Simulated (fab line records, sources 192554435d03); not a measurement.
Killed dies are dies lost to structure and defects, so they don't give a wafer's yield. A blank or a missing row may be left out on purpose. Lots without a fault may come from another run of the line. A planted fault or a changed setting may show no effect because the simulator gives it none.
Chamber matching | flow n5_finfet | N5_BEOL_M6_CMP_52 on cmp-01: 4 sister chambers
The step polishes, stops on SiCOH lowk, t overpolish 6.9 s, target thk 80 nm. 8 wafers are shown with their chamber, then 11 later ones without.

WAFERS WITH THEIR CHAMBER
wafer  | chamber | motor_current_A (A) | barrier_field_endpoint_s (s)
L084.3 | 1       | 5.3                 | 29.0
L083.5 | 2       | 5.6                 | 28.7
L083.6 | 1       | 5.2                 | 30.4
L088.4 | 2       | 5.6                 | 28.8
L091.1 | 0       | 5.8                 | 28.9
L091.4 | 3       | 5.3                 | 29.3
L091.6 | 0       | 5.9                 | 29.1
L093.1 | 3       | 5.5                 | 29.2

WAFERS WITHOUT THEIR CHAMBER
wafer  | motor_current_A (A) | barrier_field_endpoint_s (s)
L093.3 | 5.3                 | 29.0
L093.4 | 6.1                 | 29.0
L094.1 | 5.4                 | 29.1
L094.5 | 5.1                 | 29.5
L094.6 | 5.5                 | 29.0
L095.2 | 5.3                 | 28.8
L095.5 | 5.0                 | 30.3
L095.6 | 5.6                 | 29.9
L096.1 | 5.2                 | 29.6
L096.2 | 6.3                 | 29.2
L096.3 | 5.5                 | 29.5

WHICH CHAMBER EACH WENT THROUGH
wafer  | from the rows above               | in truth
L093.3 | can't be placed: 3 or 1           | 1
L093.4 | 0                                 | 0
L094.1 | can't be placed: 3 or 1           | 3
L094.5 | can't be placed: 1 or 3           | 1
L094.6 | can't be placed: 2 or 3 or 1      | 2
L095.2 | can't be placed: 3 or 1           | 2
L095.5 | can't be placed: 1 or 3           | 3
L095.6 | can't be placed: 2 or 3 or 0 or 1 | 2
L096.1 | can't be placed: 1 or 3           | 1
L096.2 | 0                                 | 0
L096.3 | can't be placed: 3 or 2 or 1      | 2
Placed correctly: 2 of 11. Can't be placed from these rows: 9 (the true chamber is among the candidates in 8). Placed wrongly: 0.
How it was worked out, from the rows above alone: a wafer's distance from a chamber is the root of the sum, over the readings, of the square of ((its reading less the chamber's mean) divided by the reading's scatter). The wafer belongs to the nearest chamber; if the next one is less than 2 further off, it can't be placed. A chamber's mean is the mean of its shown wafers. The scatter: the root of (the sum of the squares of (reading less its chamber's mean) over the shown wafers, divided by (wafers less chambers)).
